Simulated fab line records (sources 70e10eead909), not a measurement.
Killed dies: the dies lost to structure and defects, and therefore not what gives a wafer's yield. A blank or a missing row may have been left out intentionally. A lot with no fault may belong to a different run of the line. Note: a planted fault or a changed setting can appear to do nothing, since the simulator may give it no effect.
The tool behind it: which one? | flow nandHarc | Sampling: 11 lots, 33 wafers, 7 of 1302 route steps

== WHAT THE GAUGES SHOWED, per wafer ==
NHARC_P_STI_INSPECT_25. Usual: rawDefectCount at 252, with a standard deviation of 100.
lot  | measured     | on               | rawDefectCount | flag
L781 | day 4 02:02  | defectInspect-01 | 234 184 292    | 
L782 | day 4 09:54  | defectInspect-01 | 196 201 175    | 
L783 | day 4 21:02  | defectInspect-01 | 222 185 217    | 
L787 | day 6 09:02  | defectInspect-02 | 155 412 223    | 
L792 | day 8 10:38  | defectInspect-01 | 1208 982 1129  | OFF
L793 | day 9 00:15  | defectInspect-02 | 1110 1077 1161 | OFF
L799 | day 11 10:36 | defectInspect-02 | 86 124 146     | 
L800 | day 11 22:47 | defectInspect-02 | 267 370 330    | 
L801 | day 12 05:11 | defectInspect-02 | 361 449 306    | 
L803 | day 13 04:26 | defectInspect-01 | 281 253 423    | 
L804 | day 13 12:00 | defectInspect-02 | 349 100 240    | 

NHARC_P_GATE_INSPECT_28. Usual: rawDefectCount at 5.7, with a standard deviation of 2.8.
lot  | measured     | on               | rawDefectCount | flag
L781 | day 5 01:28  | defectInspect-02 | 4 4 2          | 
L782 | day 5 08:44  | defectInspect-01 | 4 1 4          | 
L783 | day 6 01:35  | defectInspect-01 | 3 9 11         | 
L787 | day 7 08:46  | defectInspect-02 | 6 6 5          | 
L792 | day 9 10:55  | defectInspect-02 | 844 861 836    | OFF
L793 | day 9 22:41  | defectInspect-02 | 889 852 873    | OFF
L799 | day 12 09:43 | defectInspect-01 | 3 7 4          | 
L800 | day 13 04:52 | defectInspect-01 | 6 12 5         | 
L801 | day 13 07:13 | defectInspect-01 | 4 5 4          | 
L803 | day 14 07:23 | defectInspect-02 | 6 6 9          | 
L804 | day 14 10:53 | defectInspect-02 | 4 5 8          | 

NHARC_END_SORT_01. Usual: killedAtArray 54, standard deviation 21; killedAtOther 1.0, standard deviation 1.2; killedAtPeriphery 3.6, standard deviation 2.6; killedDies 58, standard deviation 20; killedOpen 3.3, standard deviation 1.9; killedShort 2.6, standard deviation 1.5.
lot  | measured     | on        | killedAtArray | killedAtOther | killedAtPeriphery | killedDies  | killedOpen | killedShort | flag
L792 | day 28 12:41 | prober-02 | 94 43 70      | 0 0 0         | 101 86 100        | 195 129 170 | 4 2 1      | 2 2 2       | OFF
L793 | day 29 15:25 | prober-02 | 19 17 19      | 0 1 0         | 44 95 102         | 63 113 121  | 3 2 6      | 0 3 3       | OFF
L799 | day 31 22:08 | prober-02 | 58 69         | 2 0           | 3 1               | 63 70       | 2 6        | 4 4         | 

== WHICH TOOL RAN EACH LOT (tool, then ch and the chambers of the sampled wafers, then the start) ==
lot  | NHARC_P_ZERO_WELL_RTA_42        | NHARC_P_STI_DESCUM_14             | NHARC_P_STI_ETCH_31                          | NHARC_P_STI_STRIP_24
L781 | rtpAnneal-01 ch 0, day 2 03:22  | rieDiel-08 ch 0,1,2, day 2 20:44  | rieDiel-08 ch 0,1,2, day 3 17:37 or earlier  | wetBench-06 ch 2,3,4, day 3 17:37
L782 | rtpAnneal-01 ch 0, day 2 13:13  | rieDiel-06 ch 2,3, day 3 08:19    | rieDiel-06 ch 2,3, day 3 08:34               | wetBench-09 ch 0,4,5, day 4 02:26
L783 | rtpAnneal-01 ch 0, day 2 23:01  | rieDiel-13 ch 2,3, day 3 18:28    | rieDiel-13 ch 1,2, day 4 12:53 or earlier    | wetBench-06 ch 1,4,6, day 4 12:53
L787 | rtpAnneal-02 ch 0, day 4 14:46  | rieDiel-13 ch 0,1,3, day 5 06:19  | rieDiel-13 ch 0,1,2, day 6 01:26 or earlier  | wetBench-09 ch 0,1,3, day 6 01:26
L792 | rtpAnneal-02 ch 0, day 6 16:55  | rieDiel-06 ch 2,3, day 7 08:41    | rieDiel-06 ch 1,2, day 8 02:29 or earlier    | wetBench-06 ch 1,6,7, day 8 02:29
L793 | rtpAnneal-01 ch 0, day 7 02:47  | rieDiel-06 ch 0,1,2, day 7 20:35  | rieDiel-06 ch 0,1,2, day 8 16:10 or earlier  | wetBench-06 ch 2,3,7, day 8 16:10
L799 | rtpAnneal-01 ch 0, day 9 15:13  | rieDiel-08 ch 1,2, day 10 07:29   | rieDiel-08 ch 0,1,2, day 11 03:08 or earlier | wetBench-06 ch 2,5,6, day 11 03:08
L800 | rtpAnneal-01 ch 0, day 10 04:44 | rieDiel-06 ch 1,2, day 10 20:38   | rieDiel-06 ch 1,2,3, day 11 14:40 or earlier | wetBench-06 ch 1,6,7, day 11 14:40
L801 | rtpAnneal-02 ch 0, day 10 11:08 | rieDiel-06 ch 1,2,3, day 11 02:38 | rieDiel-06 ch 1,2,3, day 11 21:05 or earlier | wetBench-09 ch 3,4,5, day 11 21:05
L803 | rtpAnneal-02 ch 0, day 11 07:12 | rieDiel-06 ch 0,1,3, day 11 23:18 | rieDiel-06 ch 1,3, day 12 19:25 or earlier   | wetBench-04 ch 0,6,7, day 12 19:25
L804 | rtpAnneal-01 ch 0, day 11 16:55 | rieDiel-08 ch 0,3, day 12 08:38   | rieDiel-08 ch 0,1,3, day 13 03:22 or earlier | wetBench-04 ch 0,4,5, day 13 03:22
- NHARC_P_ZERO_WELL_RTA_42: time 300 s.
- NHARC_P_STI_DESCUM_14: chemistry O2, time 3 s.
- NHARC_P_STI_ETCH_31: etches the open film in CF4/CHF3, target depth 108.9 nm, time 54.5 s.
- NHARC_P_STI_STRIP_24: strips Si3N4 in H3PO4.

== AS READ BY THE TOOLS THEMSELVES (means over the sampled wafers that have a number; for cases with no such wafer, the mark the record gives instead) ==
NHARC_P_ZERO_WELL_RTA_42. Usual: lampPowerPct 35 %, standard deviation 3.5; wafer_temp_C_max 1104.3, standard deviation 0.96.
lot  | tool         | lampPowerPct (%) | wafer_temp_C_max | flag
L781 | rtpAnneal-01 | 32               | 1105.2           | 
L782 | rtpAnneal-01 | 32               | 1104.6           | 
L783 | rtpAnneal-01 | 32               | 1103.8           | 
L787 | rtpAnneal-02 | 39               | 1103.9           | 
L792 | rtpAnneal-02 | 39               | 1103.4           | 
L793 | rtpAnneal-01 | 32               | 1105.1           | 
L799 | rtpAnneal-01 | 32               | 1104.3           | 
L800 | rtpAnneal-01 | 32               | 1104.7           | 
L801 | rtpAnneal-02 | 39               | 1104.2           | 
L803 | rtpAnneal-02 | 39               | 1104.2           | 
L804 | rtpAnneal-01 | 32               | 1104.3           | 

NHARC_P_STI_DESCUM_14. Usual: drypumpMotorCurrentA 5.5 A, standard deviation 0.51; oesProductAu 0.994 a.u., standard deviation 0.0074; rfVppV 57.7 V, standard deviation 0.99; showerheadPlenumPTorr 1.89 Torr, standard deviation 0.082; throttleValvePct 11.311 %, standard deviation 0.0092.
lot  | tool       | drypumpMotorCurrentA (A) | oesProductAu (a.u.) | rfVppV (V) | showerheadPlenumPTorr (Torr) | throttleValvePct (%) | flag
L781 | rieDiel-08 | 4.9                      | 0.990               | 58.3       | 1.95                         | 11.315               | 
L782 | rieDiel-06 | 5.5                      | 0.989               | 57.8       | 1.93                         | 11.324               | 
L783 | rieDiel-13 | 5.8                      | 0.989               | 57.4       | 1.84                         | 11.314               | 
L787 | rieDiel-13 | 5.3                      | 0.993               | 57.4       | 1.87                         | 11.319               | 
L792 | rieDiel-06 | 5.8                      | 0.990               | 58.2       | 1.93                         | 11.308               | 
L793 | rieDiel-06 | 6.1                      | 0.994               | 57.7       | 1.85                         | 11.317               | 
L799 | rieDiel-08 | 5.0                      | 0.997               | 58.6       | 2.03                         | 11.309               | 
L800 | rieDiel-06 | 6.0                      | 1.004               | 57.1       | 1.82                         | 11.310               | 
L801 | rieDiel-06 | 5.8                      | 0.990               | 57.6       | 1.87                         | 11.310               | 
L803 | rieDiel-06 | 5.8                      | 0.991               | 57.7       | 1.85                         | 11.302               | 
L804 | rieDiel-08 | 5.1                      | 1.008               | 56.3       | 1.81                         | 11.309               | 

NHARC_P_STI_ETCH_31. Usual: biasW 200.0 W, standard deviation 0.52; drypumpMotorCurrentA 5.5 A, standard deviation 0.51; oesProductAu 0.954 a.u., standard deviation 0.02; rfVppV 369.8 V, standard deviation 2.3; showerheadPlenumPTorr 1.55 Torr, standard deviation 0.064; throttleValvePct 16.802 %, standard deviation 0.0093.
lot  | tool       | biasW (W) | drypumpMotorCurrentA (A) | oesProductAu (a.u.) | rfVppV (V) | showerheadPlenumPTorr (Torr) | throttleValvePct (%) | flag
L781 | rieDiel-08 | 200.3     | 4.9                      | 0.959               | 371.6      | 1.60                         | 16.808               | 
L782 | rieDiel-06 | 200.5     | 5.8                      | 0.952               | 371.4      | 1.59                         | 16.798               | 
L783 | rieDiel-13 | 200.0     | 5.8                      | 0.953               | 368.2      | 1.52                         | 16.808               | 
L787 | rieDiel-13 | 200.5     | 5.6                      | 0.930               | 369.0      | 1.52                         | 16.801               | 
L792 | rieDiel-06 | 199.6     | 6.0                      | 0.958               | 369.0      | 1.55                         | 16.812               | 
L793 | rieDiel-06 | 200.5     | 6.1                      | 0.933               | 369.1      | 1.53                         | 16.807               | 
L799 | rieDiel-08 | 200.2     | 4.9                      | 0.965               | 371.6      | 1.60                         | 16.796               | 
L800 | rieDiel-06 | 199.9     | 5.8                      | 0.962               | 369.9      | 1.54                         | 16.800               | 
L801 | rieDiel-06 | 199.8     | 5.8                      | 0.956               | 370.6      | 1.54                         | 16.810               | 
L803 | rieDiel-06 | 199.4     | 5.8                      | 0.920               | 369.1      | 1.50                         | 16.805               | 
L804 | rieDiel-08 | 200.1     | 5.1                      | 0.981               | 369.9      | 1.56                         | 16.800               | 

== THE ANSWER, worked out from the rows above alone ==
Rule: a lot is off if the mean of its wafers that have a number lies more than 3 standard deviations from the usual mean. A lot without any number at a reading at which 4 lots or more have one is off too. The other lots that the step has rows for count as sound. After the gauges, taken in route order, come the tools' own readings; for these a lot's mean is taken, as printed above. At the first step where some lot is off, the reading lying furthest off is the one used; lots without a number count as furthest.
Off: L792, L793 (NHARC_P_STI_INSPECT_25, rawDefectCount).
A tool fits if, at a process step before that reading, it ran every lot that is off, and no sound lot after the first of them. The gauges at NHARC_P_STI_INSPECT_25 aren't tried: what is off there is off at NHARC_END_SORT_01 too, on other tools, and a gauge's error can't cause that. Because NHARC_P_STI_ETCH_31 lacks a start for some lots, the hours and order of its lots are taken from NHARC_P_STI_STRIP_24. Not one of the candidates tried fits.

== WHAT THE SIMULATOR PUT IN ==
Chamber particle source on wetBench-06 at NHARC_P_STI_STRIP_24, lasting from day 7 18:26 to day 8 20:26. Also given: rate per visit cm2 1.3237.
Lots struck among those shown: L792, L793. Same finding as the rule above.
